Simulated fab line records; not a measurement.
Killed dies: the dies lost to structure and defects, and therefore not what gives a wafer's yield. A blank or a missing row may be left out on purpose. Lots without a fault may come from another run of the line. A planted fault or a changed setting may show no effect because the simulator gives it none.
Matching of chambers + flow n5Finfet + N5_BEOL_M7_CURE_74 on uvCure-03 has 3 sister chambers
The step cures SiCOH lowk, time 240 s. 14 wafers are shown with their chamber, then 7 later ones without.

EACH WAFER AND ITS CHAMBER
| wafer  | chamber | wafer_temp_C_max | lampPowerPct (%) |
|--------|---------|------------------|------------------|
| L074.1 | 1       | 386.7            | 52.32            |
| L074.4 | 1       | 386.5            | 52.35            |
| L074.6 | 1       | 387.1            | 52.28            |
| L083.1 | 2       | 387.1            | 52.25            |
| L083.4 | 2       | 386.7            | 52.22            |
| L083.6 | 2       | 387.4            | 52.35            |
| L089.3 | 1       | 385.6            | 52.31            |
| L089.4 | 1       | 386.4            | 52.34            |
| L089.6 | 1       | 386.6            | 52.25            |
| L090.1 | 0       | 386.9            | 52.29            |
| L090.5 | 0       | 386.0            | 52.30            |
| L090.6 | 0       | 386.0            | 52.36            |
| L093.2 | 0       | 386.0            | 52.31            |
| L093.3 | 0       | 386.5            | 52.23            |

SIGNATURES, as means of the wafers listed above
| reading          | chamber 0 | chamber 1 | chamber 2 | scatter within a chamber |
|------------------|-----------|-----------|-----------|--------------------------|
| wafer_temp_C_max | 386.280   | 386.483   | 387.067   | 0.441                    |
| lampPowerPct     | 52.2980   | 52.3083   | 52.2733   | 0.0477                   |
Rule: for each reading, subtract the chamber's mean from the wafer's reading, divide by that reading's scatter and square the result; add these up over the readings and take the root, which gives the wafer's distance from the chamber. The wafer belongs to the nearest chamber; if the next one is less than 2 further off, it can't be placed. The scatter: the root of (the sum of the squares of (reading less its chamber's mean) over the shown wafers, divided by (wafers less chambers)).

WAFERS WITHOUT THEIR CHAMBER
| wafer  | wafer_temp_C_max | lampPowerPct (%) |
|--------|------------------|------------------|
| L093.4 | 386.1            | 52.31            |
| L094.2 | 386.2            | 52.19            |
| L094.4 | 386.4            | 52.36            |
| L094.5 | 386.2            | 52.31            |
| L095.1 | 386.2            | 52.33            |
| L095.3 | 386.1            | 52.34            |
| L095.6 | 385.7            | 52.29            |

WHICH CHAMBER EACH ONE RAN IN
| wafer  | from the rows above          | in truth |
|--------|------------------------------|----------|
| L093.4 | can't be placed: 0 or 1 or 2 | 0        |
| L094.2 | can't be placed: 0 or 1 or 2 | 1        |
| L094.4 | can't be placed: 1 or 0 or 2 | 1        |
| L094.5 | can't be placed: 0 or 1 or 2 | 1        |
| L095.1 | can't be placed: 0 or 1 or 2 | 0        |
| L095.3 | can't be placed: 0 or 1 or 2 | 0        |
| L095.6 | can't be placed: 0 or 1 or 2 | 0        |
0 of 7 placed correctly. Not placeable from these rows: 7 (in 7, the candidates include the true chamber). Placed wrongly: 0.
